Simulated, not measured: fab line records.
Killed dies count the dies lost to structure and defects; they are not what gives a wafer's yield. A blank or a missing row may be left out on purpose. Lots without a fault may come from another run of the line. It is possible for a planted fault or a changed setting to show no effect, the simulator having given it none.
Struck lot and sound lot, side by side -- flow n5_finfet -- 19 steps out of a route of 1938
Sound: the wafers L132.2, L132.3, L132.5. Struck: wafer L140.4 (L140.2, L140.6, from the same lot, were not struck and are left out); the cause is given at the end.
Each step with rows lists, per side, the tool, then ch with its chambers, then its first start. Under that, the readings that differ: sound wafers -- struck wafers -- difference of the means -- sigmas: that difference in standard deviations of wafers without a fault.
alike: same words and numbers on both sides, and readings whose means sit less than 2 such deviations apart. not compared: any withheld reading, any reading some wafer has no value for, any bound like >300 that may hide the same value, and any number with overlapping values for which the record gives no deviation.
Wherever a step has rows on one side only, a row that says differs or no value, or a row with sigmas, the two part there. Non-overlapping numbers with no deviation appear without sigmas and do not part them. A reading that every wafer of one side lacks parts them only if that side has two wafers or more.

N5_BEOL_M3_INSPECT_30: inspects for defects (brightfield).
  sound: defect_inspect-02 at day 7 19:05; struck: defect_inspect-01 at day 10 03:33
  alike: raw_defect_count
N5_BEOL_M3_DESCUM_33: chemistry O2, time 7 s.
  sound on rie_diel-06 ch 0,2,3, day 7 19:07; struck on rie_diel-06 ch 2, day 10 03:35
  alike: drypump_motor_current_A, oes_product_au, rf_vpp_V, showerhead_plenum_p_Torr, throttle_valve_pct
  not compared: rf_hours_counter_h
then, 1 step without rows for these wafers: N5_BEOL_M3_ETCH_77 (etches underlayer in N2/H2, target depth 6.5 nm, time 5.2 s).
N5_BEOL_M3_ETCH_69: etches SiARC in CF4, target depth 15.6 nm, time 26 s.
  sound on rie_diel-06 ch 0,2,3, day 7 19:10; struck on rie_diel-06 ch 2, day 10 03:38
  alike: drypump_motor_current_A, etch_rf_on_time_s, mfc_ar_sccm, oes_product_au, rf_fwd_power_W, rf_vpp_V, showerhead_plenum_p_Torr, throttle_valve_pct
  not compared: rf_hours_counter_h
N5_BEOL_M3_ALD_98: deposits SiO2, target thk 2.5 nm, pulse time 1 s, co reactant pulse time 1 s.
  sound on ald_sin-04 ch 1,3, day 7 19:15; struck on ald_sin-04 ch 1, day 10 03:43
  alike: heater_power_outer_w, heater_power_w, precursor_pulse_height_rel
N5_BEOL_M3_ETCHBACK_99: etches SiO2 in CHF3, target depth 5 nm, time 10.4 s.
  sound on rie_diel-06 ch 1,2, day 7 20:28; struck on rie_diel-06 ch 0, day 10 03:50
  alike: drypump_motor_current_A, mfc_ar_sccm, oes_product_au, rf_vpp_V, showerhead_plenum_p_Torr, throttle_valve_pct
  not compared: rf_hours_counter_h
N5_BEOL_M3_ETCH_70: etches SOC in N2/H2, target depth 80 nm, overetch 16 nm, time 120 s.
  sound on rie_diel-06 ch 1,2, day 7 20:29; struck on rie_diel-06 ch 0, day 10 03:52
  alike: drypump_motor_current_A, oes_product_au, rf_fwd_power_W, rf_vpp_V, showerhead_plenum_p_Torr, throttle_valve_pct
  not compared: rf_hours_counter_h
then, 5 steps without rows for these wafers: N5_BEOL_M3_STRIP_71 (strips in N2/H2); N5_BEOL_M3_STRIP_78 (strips in N2/H2); N5_BEOL_M3_VIA_ETCH_34 (etches the open film in C4F6/O2, target depth 69.4 nm, time 65.9 s); N5_BEOL_M3_STRIP_83 (strips in C4F6/O2); N5_BEOL_M3_STRIP_36 (strips in N2/H2).
N5_BEOL_M3_TRENCH_ETCH_37: etches SiOC in C4F6/O2, target depth 55.555 nm, time 29.2 s.
  sound on rie_diel-06 ch 1,2, day 7 20:41; struck on rie_diel-06 ch 0, day 10 04:04
reading,sound,struck,difference,sigmas
rf_fwd_power_W (W),346.3 347.0 348.7,137.5,-209.8,-99 or more
rf_vpp_V (V),652 661 659,780,+123,+10
model.etch.depth_nm (nm),57.2 55.27 55,37.99,-17.83,
model.BEOL_M3.feature_depth_nm (nm),57.2 55.2 55,38,-18,
model.TiN_of_BEOL_M3_HM_DEP_02.thk_nm (nm),17.8 17.8 18,18.2,+0.3,
  alike: drypump_motor_current_A, mfc_ar_sccm, oes_product_au, showerhead_plenum_p_Torr, throttle_valve_pct
  not compared: rf_hours_counter_h
then, 2 steps without rows for these wafers: N5_BEOL_M3_ETCH_41 (etches SiCN in CH3F/O2, target depth 29.9 nm, time 52.5 s); N5_BEOL_M3_STRIP_97 (strips in N2/H2, time 10 s).
N5_BEOL_M3_OCD_MEAS_38:
  sound: ocd-02 at day 7 20:51; struck: ocd-02 at day 10 04:14
reading,sound,struck,difference,sigmas
trench_depth_nm (nm),57.5 55.7 55.2,37.7,-18.4,-19
then, 1 step without rows for these wafers: N5_BEOL_M3_HM_STRIP_39 (strips TiN in peroxide tin strip, target depth 25 nm, time 158 s).
N5_BEOL_M4_RC_MEAS_101:
  sound on prober-02 ch 0, day 8 15:35; struck on prober-02 ch 0, day 10 22:55
  alike: DIBL_N, DIBL_P, IOFF_N, IOFF_P, ION_N, ION_P, SS_N, SS_P, VT_N, VT_P
N5_PASSIVATION_PROBE_49:
  the record holds rows for the sound wafers here (prober-01, day 13 06:09) but none for the struck ones

== WHERE THEY PART ==
First at N5_BEOL_M3_TRENCH_ETCH_37; last, within this record, at N5_PASSIVATION_PROBE_49.

WHY: what had been put in by the simulator
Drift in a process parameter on rie_diel-06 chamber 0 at N5_BEOL_M3_TRENCH_ETCH_37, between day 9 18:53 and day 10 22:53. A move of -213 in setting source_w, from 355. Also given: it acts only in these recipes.
